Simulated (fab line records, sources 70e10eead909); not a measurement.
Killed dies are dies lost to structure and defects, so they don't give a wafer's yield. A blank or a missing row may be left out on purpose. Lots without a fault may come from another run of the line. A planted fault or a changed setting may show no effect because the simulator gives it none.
Chamber matching | flow nand_harc | NHARC_A_STAIRCASE_DESCUM_168 on rie_diel-01: 3 sister chambers
The step chemistry O2, time 3 s. 14 wafers are shown with their chamber, then 5 later ones without.

WAFERS WITH THEIR CHAMBER
wafer  | chamber | showerhead_plenum_p_Torr (Torr) | drypump_motor_current_A (A) | rf_vpp_V (V)
L228.1 | 0       | 1.80                            | 6.7                         | 57.2
L228.4 | 3       | 1.89                            | 6.4                         | 59.0
L228.5 | 3       | 1.89                            | 6.4                         | 58.7
L227.1 | 3       | 1.89                            | 6.3                         | 56.0
L227.2 | 0       | 1.80                            | 6.7                         | 58.5
L227.5 | 0       | 1.80                            | 6.7                         | 57.4
L232.3 | 0       | 1.79                            | 6.6                         | 56.4
L232.5 | 0       | 1.79                            | 6.6                         | 58.9
L232.6 | 3       | 1.89                            | 6.3                         | 57.5
L240.3 | 0       | 1.79                            | 6.7                         | 57.5
L240.5 | 0       | 1.79                            | 6.7                         | 56.3
L240.6 | 1       | 1.89                            | 6.1                         | 56.6
L241.2 | 0       | 1.78                            | 6.7                         | 58.4
L241.4 | 0       | 1.78                            | 6.7                         | 57.7

SIGNATURES (means of the wafers above)
reading                  | chamber 0 | chamber 1 | chamber 3 | scatter within a chamber
showerhead_plenum_p_Torr | 1.7911    | 1.8900    | 1.8900    | 0.00667
drypump_motor_current_A  | 6.678     | 6.100     | 6.350     | 0.0482
rf_vpp_V                 | 57.589    | 56.600    | 57.800    | 1.05
Rule: a wafer's distance from a chamber is the root of the sum, over the readings, of the square of ((its reading less the chamber's mean) divided by the reading's scatter). The wafer belongs to the nearest chamber; if the next one is less than 2 further off, it can't be placed. The scatter: the root of (the sum of the squares of (reading less its chamber's mean) over the shown wafers, divided by (wafers less chambers)).

WAFERS WITHOUT THEIR CHAMBER
wafer  | showerhead_plenum_p_Torr (Torr) | drypump_motor_current_A (A) | rf_vpp_V (V)
L241.5 | 1.88                            | 6.3                         | 58.1
L242.3 | 1.88                            | 6.3                         | 55.9
L242.5 | 1.88                            | 6.3                         | 59.3
L243.2 | 1.88                            | 6.3                         | 58.1
L243.5 | 1.88                            | 6.1                         | 56.5

WHICH CHAMBER EACH WENT THROUGH
wafer  | from the rows above     | in truth
L241.5 | 3                       | 3
L242.3 | can't be placed: 3 or 1 | 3
L242.5 | 3                       | 3
L243.2 | 3                       | 3
L243.5 | 1                       | 1
Placed correctly: 4 of 5. Can't be placed from these rows: 1 (the true chamber is among the candidates in 1). Placed wrongly: 0.
